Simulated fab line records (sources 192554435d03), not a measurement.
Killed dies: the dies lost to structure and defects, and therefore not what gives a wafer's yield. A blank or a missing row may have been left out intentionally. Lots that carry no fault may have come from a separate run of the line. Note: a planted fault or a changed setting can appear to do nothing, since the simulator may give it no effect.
Matching of chambers :: flow n5_finfet :: N5_FIN_SAQP_PECVD_47 on pecvd-04: 3 sister chambers
The step deposits a-Si from SiH4/He, target thk 45 nm, time 36.3 s. 6 wafers are shown with their chamber, then 8 later ones without.

## WAFERS PAIRED WITH THEIR CHAMBERS
wafer: L088.1
chamber: 2
showerhead_plenum_p_Torr (Torr): 5.71
throttle_valve_pct (%): 17.4

wafer: L088.6
chamber: 0
showerhead_plenum_p_Torr (Torr): 5.65
throttle_valve_pct (%): 18.9

wafer: L089.1
chamber: 0
showerhead_plenum_p_Torr (Torr): 5.66
throttle_valve_pct (%): 18.7

wafer: L089.2
chamber: 1
showerhead_plenum_p_Torr (Torr): 5.61
throttle_valve_pct (%): 18.2

wafer: L089.4
chamber: 1
showerhead_plenum_p_Torr (Torr): 5.61
throttle_valve_pct (%): 18.3

wafer: L091.1
chamber: 2
showerhead_plenum_p_Torr (Torr): 5.71
throttle_valve_pct (%): 17.6

## WAFERS MISSING THEIR CHAMBER
wafer: L091.2
showerhead_plenum_p_Torr (Torr): 5.67
throttle_valve_pct (%): 18.9

wafer: L091.3
showerhead_plenum_p_Torr (Torr): 5.60
throttle_valve_pct (%): 18.3

wafer: L094.4
showerhead_plenum_p_Torr (Torr): 5.66
throttle_valve_pct (%): 18.8

wafer: L094.5
showerhead_plenum_p_Torr (Torr): 5.65
throttle_valve_pct (%): 18.8

wafer: L094.6
showerhead_plenum_p_Torr (Torr): 5.60
throttle_valve_pct (%): 18.2

wafer: L096.1
showerhead_plenum_p_Torr (Torr): 5.65
throttle_valve_pct (%): 19.0

wafer: L096.2
showerhead_plenum_p_Torr (Torr): 5.71
throttle_valve_pct (%): 17.9

wafer: L096.5
showerhead_plenum_p_Torr (Torr): 5.59
throttle_valve_pct (%): 18.5

## EACH ONE'S CHAMBER
wafer: L091.2
from the rows above: 0
in truth: 0

wafer: L091.3
from the rows above: 1
in truth: 1

wafer: L094.4
from the rows above: 0
in truth: 0

wafer: L094.5
from the rows above: 0
in truth: 0

wafer: L094.6
from the rows above: 1
in truth: 1

wafer: L096.1
from the rows above: 0
in truth: 0

wafer: L096.2
from the rows above: 2
in truth: 2

wafer: L096.5
from the rows above: 1
in truth: 1
Correct placement for 8 of the 8. Not placeable from these rows: 0. Number placed wrongly: 0.
How it was worked out, from the rows above alone: a wafer's distance from a chamber is the root of the sum, over the readings, of the square of ((its reading less the chamber's mean) divided by the reading's scatter). The wafer belongs to the nearest chamber; if the next one is less than 2 further off, it can't be placed. A chamber's mean is the mean of its shown wafers. The scatter: the root of (the sum of the squares of (reading less its chamber's mean) over the shown wafers, divided by (wafers less chambers)).
